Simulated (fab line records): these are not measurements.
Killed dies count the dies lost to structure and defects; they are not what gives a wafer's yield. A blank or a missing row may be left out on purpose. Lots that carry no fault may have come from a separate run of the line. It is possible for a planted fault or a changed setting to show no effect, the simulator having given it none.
Lot-split experiment | flow n5_finfet | 21 wafers read across 7 lots, on a route 1938 steps long

ON THE SPLIT
At N5_BEOL_M10_ETCH_62 (etches SOC in N2/H2, target depth 110 nm, overetch 22 nm, time 165 s), the setting time_s was moved away from the recipe's 165 s on 7 of the 21 wafers read, by -16.7% to +21.6%. For the rest of the wafers, this setting stayed at what the recipe calls for.

The split's own step is where the reading is taken.

THE READING
SiARC_of_BEOL_M10_COAT_60.thk_nm (the simulator's own value, which no gauge read), in nm, at N5_BEOL_M10_ETCH_62 (etches SOC in N2/H2, target depth 110 nm, overetch 22 nm, time 165 s). The file does not state a usual value for it. Here, 14 wafers ran the recipe; their average is 23.3 nm with a standard deviation of 0.12 nm.

wafer  | tool, chamber at the split | time_s as run, s | against the recipe | SiARC_of_BEOL_M10_COAT_60.thk_nm, nm | against lot-mates on the recipe
L078.1 | rie_diel-05, 2             | 137.4            | -16.7%             | 24.6                                 | +1.2
L078.3 | rie_diel-05, 0,1           | 165              | recipe             | 23.4                                 | -
L078.4 | rie_diel-05, 0,1           | 165              | recipe             | 23.4                                 | -
L081.1 | rie_diel-02, 0,2           | 165              | recipe             | 23.2                                 | -
L081.2 | rie_diel-02, 0,2           | 165              | recipe             | 23.2                                 | -
L081.6 | rie_diel-02, 2             | 200.7            | +21.6%             | 21.8                                 | -1.4
L083.1 | rie_diel-02, 2             | 165              | recipe             | 23.2                                 | -
L083.2 | rie_diel-02, 3             | 153.7            | -6.8%              | 24                                   | +0.7
L083.6 | rie_diel-02, 2             | 165              | recipe             | 23.4                                 | -
L084.1 | rie_diel-05, 2,0           | 165              | recipe             | 23.4                                 | -
L084.6 | rie_diel-05, 2,0           | 165              | recipe             | 23.4                                 | -
L084.5 | rie_diel-05, 3             | 165              | recipe             | 23.2                                 | -
L086.2 | rie_diel-05, 2             | 165              | recipe             | 23.4                                 | -
L086.4 | rie_diel-05, 0             | 150              | -9.1%              | 23.8                                 | +0.4
L086.6 | rie_diel-05, 2             | 150              | -9.1%              | 24                                   | +0.6
L087.1 | rie_diel-05, 1             | 165              | recipe             | 23.2                                 | -
L087.3 | rie_diel-05, 2             | 175.5            | +6.4%              | 23                                   | -0.2
L087.5 | rie_diel-05, 2             | 175.5            | +6.4%              | 23                                   | -0.2
L091.1 | rie_diel-02, 2,0           | 165              | recipe             | 23.4                                 | -
L091.5 | rie_diel-02, 2,0           | 165              | recipe             | 23.4                                 | -
L091.2 | rie_diel-02, 3             | 165              | recipe             | 23.6                                 | -
Rows listing several chambers each stand for several wafers; the file does not say which wafer went through which chamber.

THE FIT
A straight line over all 21 wafers: SiARC_of_BEOL_M10_COAT_60.thk_nm changes by -0.0704 nm for each +1% of time_s; r = -0.97; the points scatter about the line by 0.12 nm.
The same after taking each lot's own level away (the mean of its wafers on the recipe; 21 wafers): -0.0639 nm for each +1%; r = -0.97; scatter 0.12 nm.
Per that fit: largest time_s move, reading shift of 1.4 nm.
The span of the lots' own levels, 23.20 to 23.47 nm, comes to 2.3 times the standard deviation stated above.
Hence the slope depends on the lot-to-lot level, as the two fits are not the same.
Check: with one of the wafers moved furthest among these (+21.6%) left out of the fit, the line predicts -1.3 nm for it against its lot-mates. Against them it came out at -1.4 nm.

ADDITIONAL SPLITS CARRIED BY THESE WAFERS
Other splits were also applied to these wafers ahead of the reading. Each is held against what the fit with the lots' levels taken away leaves over:
other split on the same wafers | wafers away from the commonest value | r with SiARC_of_BEOL_M10_COAT_60.thk_nm (lot level and that fit taken away)
N5_BEOL_M7_EXPOSE_08 dose_mj   | 5                                    | -0.02
N5_BEOL_M9_COAT_22 spin_rpm    | 4                                    | -0.13
N5_BEOL_M9_EXPOSE_25 dose_mj   | 6                                    | -0.19

FILE'S OWN FIT
SiARC_of_BEOL_M10_COAT_60.thk_nm changes by -0.0664 nm for each +1% of time_s, r = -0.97.
